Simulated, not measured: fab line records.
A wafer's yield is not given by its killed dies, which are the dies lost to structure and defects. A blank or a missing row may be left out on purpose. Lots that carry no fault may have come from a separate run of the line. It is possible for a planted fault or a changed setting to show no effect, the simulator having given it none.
Split-lot trial / flow n5Finfet / 7 lots, 21 wafers read, on a route of 1938 steps

SPLIT DETAILS
At N5_PASSIVATION_EXPOSE_07 (exposes mask TV, defocus 0 nm, target cd 3000 nm), the setting doseMj was moved away from the recipe's 22.75 on 2 of the 21 wafers read, by -3.2% to +4.7%. The other wafers ran this setting at the recipe's value.

FROM THE SPLIT TO THE READING: what the file shows between them, 3 steps
- N5_PASSIVATION_PEB_08
- N5_PASSIVATION_DEVELOP_09: develop time 60 s
- N5_PASSIVATION_HARDBAKE_11: time 120 s

THE READING
cdNm at N5_PASSIVATION_CD_MEAS_10, given in nm (cd target 3000 nm). A value of 3000.6 nm with a standard deviation of 2.4 nm is what fault-free wafers of this fab line usually give.

wafer=L074.2; tool, chamber at the split=krfScanner-01, 0; doseMj as run=22.75; against the recipe=recipe; cdNm, nm=2999.7; against lot-mates on the recipe=-
wafer=L074.3; tool, chamber at the split=krfScanner-01, 0; doseMj as run=22.75; against the recipe=recipe; cdNm, nm=3001.1; against lot-mates on the recipe=-
wafer=L074.4; tool, chamber at the split=krfScanner-01, 0; doseMj as run=22.75; against the recipe=recipe; cdNm, nm=2999.3; against lot-mates on the recipe=-
wafer=L080.2; tool, chamber at the split=krfScanner-01, 0; doseMj as run=22.75; against the recipe=recipe; cdNm, nm=3001.3; against lot-mates on the recipe=-
wafer=L080.3; tool, chamber at the split=krfScanner-01, 0; doseMj as run=22.75; against the recipe=recipe; cdNm, nm=3001.3; against lot-mates on the recipe=-
wafer=L080.6; tool, chamber at the split=krfScanner-01, 0; doseMj as run=22.75; against the recipe=recipe; cdNm, nm=3003.6; against lot-mates on the recipe=-
wafer=L082.4; tool, chamber at the split=krfScanner-01, 0; doseMj as run=22.75; against the recipe=recipe; cdNm, nm=2995.5; against lot-mates on the recipe=-
wafer=L082.5; tool, chamber at the split=krfScanner-01, 0; doseMj as run=22.75; against the recipe=recipe; cdNm, nm=2998.9; against lot-mates on the recipe=-
wafer=L082.6; tool, chamber at the split=krfScanner-01, 0; doseMj as run=22.75; against the recipe=recipe; cdNm, nm=2998.9; against lot-mates on the recipe=-
wafer=L086.1; tool, chamber at the split=krfScanner-02, 0; doseMj as run=22.75; against the recipe=recipe; cdNm, nm=2997.7; against lot-mates on the recipe=-
wafer=L086.4; tool, chamber at the split=krfScanner-02, 0; doseMj as run=22.75; against the recipe=recipe; cdNm, nm=2997.8; against lot-mates on the recipe=-
wafer=L086.5; tool, chamber at the split=krfScanner-02, 0; doseMj as run=22.75; against the recipe=recipe; cdNm, nm=2999.3; against lot-mates on the recipe=-
wafer=L089.1; tool, chamber at the split=krfScanner-01, 0; doseMj as run=23.82; against the recipe=+4.7%; cdNm, nm=3011.9; against lot-mates on the recipe=+11.0
wafer=L089.4; tool, chamber at the split=krfScanner-01, 0; doseMj as run=22.75; against the recipe=recipe; cdNm, nm=3002.3; against lot-mates on the recipe=-
wafer=L089.6; tool, chamber at the split=krfScanner-01, 0; doseMj as run=22.75; against the recipe=recipe; cdNm, nm=2999.6; against lot-mates on the recipe=-
wafer=L091.1; tool, chamber at the split=krfScanner-02, 0; doseMj as run=22.03; against the recipe=-3.2%; cdNm, nm=2994.4; against lot-mates on the recipe=-8.0
wafer=L091.4; tool, chamber at the split=krfScanner-02, 0; doseMj as run=22.75; against the recipe=recipe; cdNm, nm=3000.8; against lot-mates on the recipe=-
wafer=L091.6; tool, chamber at the split=krfScanner-02, 0; doseMj as run=22.75; against the recipe=recipe; cdNm, nm=3004.1; against lot-mates on the recipe=-
wafer=L093.3; tool, chamber at the split=krfScanner-01, 0; doseMj as run=22.75; against the recipe=recipe; cdNm, nm=2999.6; against lot-mates on the recipe=-
wafer=L093.4; tool, chamber at the split=krfScanner-01, 0; doseMj as run=22.75; against the recipe=recipe; cdNm, nm=2997.3; against lot-mates on the recipe=-
wafer=L093.6; tool, chamber at the split=krfScanner-01, 0; doseMj as run=22.75; against the recipe=recipe; cdNm, nm=3000.8; against lot-mates on the recipe=-

THE FIT
A straight line over all 21 wafers: cdNm changes by +2.29 nm for each +1% of doseMj; r = +0.81; the points scatter about the line by 2.1 nm.
The same after taking each lot's own level away (the mean of its wafers on the recipe; 21 wafers): +2.4 nm for each +1%; r = +0.93; scatter 1.3 nm.
The reading moves by 11 nm for the largest change in doseMj, on that fit.
From 2997.77 to 3002.45 nm: that is the span of the lots' own levels, equal to 2.0 times the standard deviation above.
The two slopes agree, so the slope changes little with the lot-to-lot level.
Check: for one of the wafers moved furthest among these (+4.7%), held out of the fit, the line's prediction against its lot-mates is +12 nm. Against them it came out at +11 nm.

THE FILE'S OWN FIT
cdNm changes by +2.39 nm for each +1% of doseMj, r = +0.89.
